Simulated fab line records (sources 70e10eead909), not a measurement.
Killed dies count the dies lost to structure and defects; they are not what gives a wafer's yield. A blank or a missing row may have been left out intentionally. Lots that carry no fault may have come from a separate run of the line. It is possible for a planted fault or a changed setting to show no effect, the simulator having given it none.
Chamber matching / flow nandHarc / aldHk-04 running NHARC_A_CHANNEL_FILL_D1_ALD_25: 4 sister chambers
The step deposits SiOx, target thk 60 nm, pulse time 10 s, ald cycles 600. 20 wafers are shown with their chamber, then 10 later ones without.

== WAFERS PAIRED WITH THEIR CHAMBERS ==
wafer=L075.4; chamber=0; heaterPowerW (W)=464; precursorPulseHeightRel=0.991
wafer=L075.2; chamber=2; heaterPowerW (W)=468; precursorPulseHeightRel=0.996
wafer=L075.3; chamber=3; heaterPowerW (W)=451; precursorPulseHeightRel=0.975
wafer=L077.3; chamber=2; heaterPowerW (W)=465; precursorPulseHeightRel=1.010
wafer=L077.1; chamber=1; heaterPowerW (W)=473; precursorPulseHeightRel=1.040
wafer=L077.4; chamber=0; heaterPowerW (W)=458; precursorPulseHeightRel=0.981
wafer=L081.1; chamber=0; heaterPowerW (W)=447; precursorPulseHeightRel=1.010
wafer=L081.2; chamber=2; heaterPowerW (W)=459; precursorPulseHeightRel=0.995
wafer=L081.5; chamber=1; heaterPowerW (W)=470; precursorPulseHeightRel=1.005
wafer=L083.1; chamber=3; heaterPowerW (W)=463; precursorPulseHeightRel=0.981
wafer=L083.2; chamber=0; heaterPowerW (W)=443; precursorPulseHeightRel=0.991
wafer=L083.5; chamber=3; heaterPowerW (W)=454; precursorPulseHeightRel=1.010
wafer=L088.4; chamber=1; heaterPowerW (W)=458; precursorPulseHeightRel=0.986
wafer=L088.1; chamber=0; heaterPowerW (W)=453; precursorPulseHeightRel=1.005
wafer=L088.5; chamber=1; heaterPowerW (W)=466; precursorPulseHeightRel=1.006
wafer=L086.1; chamber=2; heaterPowerW (W)=476; precursorPulseHeightRel=1.012
wafer=L086.2; chamber=0; heaterPowerW (W)=466; precursorPulseHeightRel=0.969
wafer=L086.6; chamber=3; heaterPowerW (W)=446; precursorPulseHeightRel=1.032
wafer=L089.1; chamber=1; heaterPowerW (W)=473; precursorPulseHeightRel=1.007
wafer=L089.3; chamber=0; heaterPowerW (W)=461; precursorPulseHeightRel=0.984

SIGNATURES, as means of the wafers listed above
reading=heaterPowerW; chamber 0=456.00; chamber 1=468.00; chamber 2=467.00; chamber 3=453.50; scatter within a chamber=7.55
reading=precursorPulseHeightRel; chamber 0=0.99014; chamber 1=1.00880; chamber 2=1.00325; chamber 3=0.99950; scatter within a chamber=0.0178
Rule: for each reading, subtract the chamber's mean from the wafer's reading, divide by that reading's scatter and square the result; add these up over the readings and take the root, which gives the wafer's distance from the chamber. If the next closest chamber is less than 2 further off than the closest, the wafer can't be placed; otherwise it belongs to the closest. The scatter is the square root of a quotient: the sum, over the shown wafers, of each reading's squared deviation from its chamber's mean, divided by wafers minus chambers.

== WAFERS MISSING THEIR CHAMBER ==
wafer=L089.6; heaterPowerW (W)=468; precursorPulseHeightRel=1.016
wafer=L092.1; heaterPowerW (W)=454; precursorPulseHeightRel=0.962
wafer=L092.2; heaterPowerW (W)=452; precursorPulseHeightRel=0.982
wafer=L092.6; heaterPowerW (W)=463; precursorPulseHeightRel=0.980
wafer=L094.2; heaterPowerW (W)=463; precursorPulseHeightRel=1.011
wafer=L094.4; heaterPowerW (W)=454; precursorPulseHeightRel=1.002
wafer=L094.5; heaterPowerW (W)=467; precursorPulseHeightRel=0.988
wafer=L096.1; heaterPowerW (W)=466; precursorPulseHeightRel=0.965
wafer=L096.2; heaterPowerW (W)=464; precursorPulseHeightRel=0.997
wafer=L096.6; heaterPowerW (W)=474; precursorPulseHeightRel=0.989

== WHICH CHAMBER EACH ONE RAN IN ==
wafer=L089.6; from the rows above=can't be placed: 1 or 2 or 3 or 0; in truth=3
wafer=L092.1; from the rows above=can't be placed: 0 or 3 or 2 or 1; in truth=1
wafer=L092.2; from the rows above=can't be placed: 0 or 3 or 2 or 1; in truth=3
wafer=L092.6; from the rows above=can't be placed: 0 or 2 or 3 or 1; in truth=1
wafer=L094.2; from the rows above=can't be placed: 1 or 2 or 3 or 0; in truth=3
wafer=L094.4; from the rows above=can't be placed: 3 or 0 or 2 or 1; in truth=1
wafer=L094.5; from the rows above=can't be placed: 2 or 1 or 0 or 3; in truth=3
wafer=L096.1; from the rows above=can't be placed: 0 or 2 or 1 or 3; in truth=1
wafer=L096.2; from the rows above=can't be placed: 2 or 1 or 0 or 3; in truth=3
wafer=L096.6; from the rows above=can't be placed: 2 or 1 or 0 or 3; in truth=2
Correctly placed: 0 of 10. Cannot be placed on the basis of these rows: 10; the candidates contain the true chamber in 10. Wrongly placed: 0.
